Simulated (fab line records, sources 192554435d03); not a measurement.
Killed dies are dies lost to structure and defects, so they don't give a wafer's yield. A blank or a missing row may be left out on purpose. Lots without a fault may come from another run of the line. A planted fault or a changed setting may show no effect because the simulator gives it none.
Chamber matching | flow n5_finfet | N5_BEOL_M9_ETCH_62 on rie_diel-01: 4 sister chambers
The step etches SOC in N2/H2, target depth 110 nm, overetch 22 nm, time 165 s. 4 wafers are shown with their chamber, then 12 later ones without.

WAFERS WITH THEIR CHAMBER
wafer  | chamber | drypump_motor_current_A (A)
L090.6 | 2       | 5.5
L089.3 | 1       | 5.2
L089.5 | 3       | 4.7
L089.6 | 0       | 5.0

WAFERS WITHOUT THEIR CHAMBER
wafer  | drypump_motor_current_A (A)
L092.2 | 5.2
L092.4 | 5.6
L092.6 | 4.8
L093.2 | 5.6
L093.3 | 5.2
L093.6 | 5.2
L087.1 | 4.8
L087.2 | 5.5
L087.3 | 5.2
L086.3 | 5.0
L086.4 | 4.7
L086.5 | 5.0

WHICH CHAMBER EACH WENT THROUGH
wafer  | from the rows above     | in truth
L092.2 | 1                       | 1
L092.4 | 2                       | 2
L092.6 | can't be placed: 3 or 0 | 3
L093.2 | 2                       | 2
L093.3 | 1                       | 1
L093.6 | 1                       | 1
L087.1 | can't be placed: 3 or 0 | 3
L087.2 | 2                       | 2
L087.3 | 1                       | 1
L086.3 | 0                       | 0
L086.4 | 3                       | 3
L086.5 | 0                       | 0
Placed correctly: 10 of 12. Can't be placed from these rows: 2 (the true chamber is among the candidates in 2). Placed wrongly: 0.
How it was worked out, from the rows above alone: a wafer's distance from a chamber is the root of the sum, over the readings, of the square of ((its reading less the chamber's mean) divided by the reading's scatter). The wafer belongs to the nearest chamber; if the next one is less than 2 further off, it can't be placed. A chamber's mean is the mean of its shown wafers. The scatter: with one shown wafer a chamber, the root of the mean of the squares of how far each hidden wafer lies from its nearest shown one.
